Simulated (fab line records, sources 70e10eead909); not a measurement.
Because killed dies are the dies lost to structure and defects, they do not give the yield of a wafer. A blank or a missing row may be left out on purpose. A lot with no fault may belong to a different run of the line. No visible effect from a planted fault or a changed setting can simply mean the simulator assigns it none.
Which of the tools did it? :: flow nandHarc :: at 1 step of a route of 1302, 12 lots with 36 wafers sampled

WHAT THE GAUGES READ, wafer by wafer
NHARC_A_CHANNEL_FILL_D1_INSPECT_13.
lot: L075
measured: day 11 16:10
on: defectInspect-01
rawDefectCount: 427 291 436

lot: L077
measured: day 12 05:09
on: defectInspect-01
rawDefectCount: 409 235 325

lot: L079
measured: day 12 19:16
on: defectInspect-02
rawDefectCount: 355 829 259

lot: L080
measured: day 13 15:56
on: defectInspect-01
rawDefectCount: 300 299 230

lot: L082
measured: day 14 18:33
on: defectInspect-02
rawDefectCount: 352 360 250

lot: L084
measured: day 15 05:54
on: defectInspect-01
rawDefectCount: 156 252 177

lot: L088
measured: day 16 23:31
on: defectInspect-02
rawDefectCount: 335 267 432

lot: L089
measured: day 17 07:32
on: defectInspect-01
rawDefectCount: 354 476 287

lot: L091
measured: day 18 01:56
on: defectInspect-02
rawDefectCount: 292 379 594

lot: L093
measured: day 18 19:31
on: defectInspect-02
rawDefectCount: 630 346 790

lot: L095
measured: day 19 15:32
on: defectInspect-02
rawDefectCount: 378 344 231

lot: L097
measured: day 20 06:23
on: defectInspect-01
rawDefectCount: 231 129 115

TOOL THAT RAN EACH LOT (tool first, then ch and the chambers of the sampled wafers, then the start)
No process step before these readings appears in the record.

THE ANSWER, worked out from the rows above alone
Rule: what is usual is taken from the lots themselves. The widest of any qualifying gaps counts: lots, ordered by their means at a reading, are off when they make up no more than a third of the lots, leave a main group of 4 or more, and stand apart from it by 3 or more times the standard deviation of that group's means. A main group is skipped when, at the precision printed for the reading in the tables above, its means are all equal. Also off: a lot with no number at a reading for which 4 or more lots have one. All remaining lots with rows at the step are treated as sound.
No lot is off on any of the readings shown, so nothing can be concluded from this.

WHAT HAD BEEN PUT IN BY THE SIMULATOR
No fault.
